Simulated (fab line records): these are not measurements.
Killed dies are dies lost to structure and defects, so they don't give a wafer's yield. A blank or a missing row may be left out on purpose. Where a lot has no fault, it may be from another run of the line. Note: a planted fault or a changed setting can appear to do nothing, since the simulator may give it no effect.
Which tool did it? ; flow nandHarc ; 34 wafers from 12 lots sampled at 4 of the route's 1302 steps

== WHAT EACH GAUGE READ, for each wafer ==
The record holds no reading of a measuring or inspecting step that can be judged against a usual standard deviation.

== WHICH TOOL RAN EACH LOT (tool, then ch and the chambers of the sampled wafers, then the start) ==
lot;NHARC_P_ZERO_WELL_ETCH_63;NHARC_P_ZERO_WELL_DESCUM_54;NHARC_P_ZERO_WELL_RTA_42;NHARC_P_STI_DESCUM_14
L392;rieSi-01 ch 0,1,2, day 2 07:32;rieDiel-12 ch 0,1,2, day 2 11:47;rtpAnneal-01 ch 0, day 2 12:46;rieDiel-01 ch 0,1,3, day 3 04:17
L393;rieSi-06 ch 0,2,3, day 2 17:44;rieDiel-03 ch 0,1,3, day 2 21:50;rtpAnneal-01 ch 0, day 2 22:47;rieDiel-01 ch 0,1,3, day 3 15:55
L394;rieSi-01 ch 1,2,3, day 3 03:47;rieDiel-13 ch 1,2, day 3 07:52;rtpAnneal-02 ch 0, day 3 09:06;rieDiel-11 ch 0,2, day 4 02:28
L396;rieSi-02 ch 1,2,3, day 3 23:43;rieDiel-03 ch 0,1, day 4 03:50;rtpAnneal-02 ch 0, day 4 05:01;rieDiel-11 ch 0,1, day 4 22:14
L398;rieSi-06 ch 2,3, day 4 22:35;rieDiel-13 ch 0,1,2, day 5 03:04;rtpAnneal-02 ch 0, day 5 04:14;rieDiel-11 ch 0,2,3, day 5 20:50
L402;rieSi-02 ch 0,2, day 6 11:41;rieDiel-13 ch 0,3, day 6 15:55;rtpAnneal-02 ch 0, day 6 17:28;rieDiel-01 ch 1,3, day 7 09:17
L403;rieSi-02 ch 1,2, day 6 21:40;rieDiel-03 ch 1,3, day 7 01:55;rtpAnneal-02 ch 0, day 7 03:00;rieDiel-11 ch 0,1, day 7 19:17
L406;rieSi-01 ch 1,2,3, day 8 03:34;rieDiel-12 ch 0,3, day 8 07:49;rtpAnneal-02 ch 0, day 8 09:08;rieDiel-07 ch 1,2, day 9 01:42
L408;rieSi-01 ch 2,3, day 8 23:32;rieDiel-12 ch 0,1,2, day 9 03:48;rtpAnneal-01 ch 0, day 9 04:54;rieDiel-07 ch 0,1,3, day 9 20:44
L410;rieSi-01 ch 0,1, day 9 19:38;rieDiel-12 ch 1,2,3, day 9 23:53;rtpAnneal-02 ch 0, day 10 00:50;rieDiel-11 ch 0,2,3, day 10 18:02
L411;rieSi-06 ch 0,2, day 10 05:41;rieDiel-13 ch 0,1,2, day 10 09:58;rtpAnneal-02 ch 0, day 10 11:02;rieDiel-07 ch 0,3, day 11 03:35
L412;rieSi-06 ch 0,2,3, day 10 15:48;rieDiel-13 ch 0,1, day 10 20:10;rtpAnneal-01 ch 0, day 10 21:21;rieDiel-07 ch 0,1,2, day 11 17:55
- NHARC_P_ZERO_WELL_ETCH_63: etches the open film in HBr/Cl2, target depth 120 nm, time 40.1 s.
- NHARC_P_ZERO_WELL_DESCUM_54: chemistry O2, time 3 s.
- NHARC_P_ZERO_WELL_RTA_42: time 300 s.
- NHARC_P_STI_DESCUM_14: chemistry O2, time 3 s.

== AS READ BY THE TOOLS THEMSELVES (means over the sampled wafers that have a number; for cases with no such wafer, the mark the record gives instead) ==
NHARC_P_ZERO_WELL_ETCH_63.
lot;tool;drypumpMotorCurrentA (A);oesProductAu (a.u.);throttleValvePct (%)
L392;rieSi-01;5.7;1.001;26.397
L393;rieSi-06;5.8;0.993;26.410
L394;rieSi-01;5.8;1.002;26.409
L396;rieSi-02;6.1;1.003;26.410
L398;rieSi-06;6.1;1.008;26.409
L402;rieSi-02;5.8;1.112;26.406
L403;rieSi-02;6.1;1.119;26.410
L406;rieSi-01;5.9;1.004;26.398
L408;rieSi-01;5.8;0.999;26.403
L410;rieSi-01;5.6;0.997;26.405
L411;rieSi-06;5.8;1.004;26.416
L412;rieSi-06;5.8;1.002;26.405

NHARC_P_ZERO_WELL_DESCUM_54.
lot;tool;drypumpMotorCurrentA (A);o2FlowSccm (sccm);oesProductAu (a.u.);rfVppV (V);showerheadPlenumPTorr (Torr);throttleValvePct (%)
L392;rieDiel-12;6.3;200.1;1.007;57.8;1.87;11.310
L393;rieDiel-03;5.8;199.5;1.000;57.9;1.88;11.306
L394;rieDiel-13;6.1;200.1;1.000;57.9;1.91;11.311
L396;rieDiel-03;5.7;200.3;0.997;58.2;1.89;11.304
L398;rieDiel-13;6.1;200.3;0.988;58.3;1.91;11.305
L402;rieDiel-13;6.3;200.1;0.991;58.0;1.91;11.300
L403;rieDiel-03;5.7;200.3;0.996;58.1;1.84;11.311
L406;rieDiel-12;6.1;199.7;1.008;57.5;1.84;11.306
L408;rieDiel-12;6.2;200.2;1.000;57.3;1.85;11.318
L410;rieDiel-12;6.1;199.8;0.995;57.1;1.82;11.306
L411;rieDiel-13;6.1;200.0;1.001;57.5;1.89;11.313
L412;rieDiel-13;6.1;199.8;1.003;56.9;1.89;11.324

NHARC_P_ZERO_WELL_RTA_42.
lot;tool;lampPowerPct (%);lamp_zone_2_pct (%);wafer_temp_C_max
L392;rtpAnneal-01;34.8;34.8;1102.6
L393;rtpAnneal-01;34.7;34.8;1102.9
L394;rtpAnneal-02;38.6;38.6;1104.6
L396;rtpAnneal-02;38.6;38.6;1105.0
L398;rtpAnneal-02;38.6;38.6;1105.2
L402;rtpAnneal-02;38.6;38.7;1105.3
L403;rtpAnneal-02;38.6;38.6;1104.6
L406;rtpAnneal-02;38.6;38.6;1105.0
L408;rtpAnneal-01;34.8;34.8;1102.3
L410;rtpAnneal-02;38.6;38.6;1105.3
L411;rtpAnneal-02;38.6;38.6;1106.0
L412;rtpAnneal-01;34.8;34.8;1102.5

NHARC_P_STI_DESCUM_14.
lot;tool;drypumpMotorCurrentA (A);o2FlowSccm (sccm);oesProductAu (a.u.);rfVppV (V);showerheadPlenumPTorr (Torr);throttleValvePct (%)
L392;rieDiel-01;5.8;199.6;0.990;57.2;1.95;11.315
L393;rieDiel-01;5.8;200.3;1.005;57.5;1.94;11.311
L394;rieDiel-11;6.1;200.1;0.994;57.4;1.87;11.314
L396;rieDiel-11;6.0;200.0;0.997;56.1;1.85;11.304
L398;rieDiel-11;5.9;199.8;0.997;58.4;1.92;11.319
L402;rieDiel-01;6.0;199.4;0.996;57.5;1.96;11.321
L403;rieDiel-11;5.8;200.2;0.999;58.0;1.89;11.319
L406;rieDiel-07;6.1;199.8;1.005;58.5;1.87;11.300
L408;rieDiel-07;5.7;200.1;1.005;57.4;1.95;11.313
L410;rieDiel-11;5.9;199.4;0.993;57.3;1.92;11.307
L411;rieDiel-07;5.8;200.5;0.991;59.2;2.01;11.318
L412;rieDiel-07;5.5;199.6;0.999;57.1;1.95;11.308

== THE ANSWER, worked out from the rows above alone ==
Rule: the usual values come from the lots themselves. Put in order of their means at a reading, lots are off if they are a third of the lots or fewer, leave a main group of 4 or more, and stand apart from it by a gap of 3 or more times the standard deviation of the main group's means; of several such gaps the widest counts. The tables above print the reading to a certain number of digits; a main group whose means all agree to those digits is not used. A lot without any number at a reading at which 4 lots or more have one is off too. All remaining lots with rows at the step are treated as sound. First the gauges in route order, then the tools' own readings, where a lot's mean is used as printed above. At the first step where some lot is off, the reading lying furthest off is the one used; lots without a number count as furthest.
Off, at NHARC_P_ZERO_WELL_ETCH_63 on oesProductAu: L402, L403. Main group: mean 1.001 a.u., sd 0.004.
If a tool, at that step or one of the process steps before it, ran each lot that is off and ran no sound lot following the first of them, it fits. One fits: rieSi-02 at NHARC_P_ZERO_WELL_ETCH_63. A fault onset in the window from L396 (day 3 23:43, its last sound lot) to L402 (day 6 11:41, its first lot off) fits.
The tool's own readings at NHARC_P_ZERO_WELL_ETCH_63 bear it out: on the lots that are off they differ by more than 5 times the standard deviation of the sound lots' means. oesProductAu reads 1.115 a.u. there against 1.001 a.u. on the sound lots.

== WHAT HAD BEEN PUT IN BY THE SIMULATOR ==
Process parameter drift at NHARC_P_ZERO_WELL_ETCH_63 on rieSi-02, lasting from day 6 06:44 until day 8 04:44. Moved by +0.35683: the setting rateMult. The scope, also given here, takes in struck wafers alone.
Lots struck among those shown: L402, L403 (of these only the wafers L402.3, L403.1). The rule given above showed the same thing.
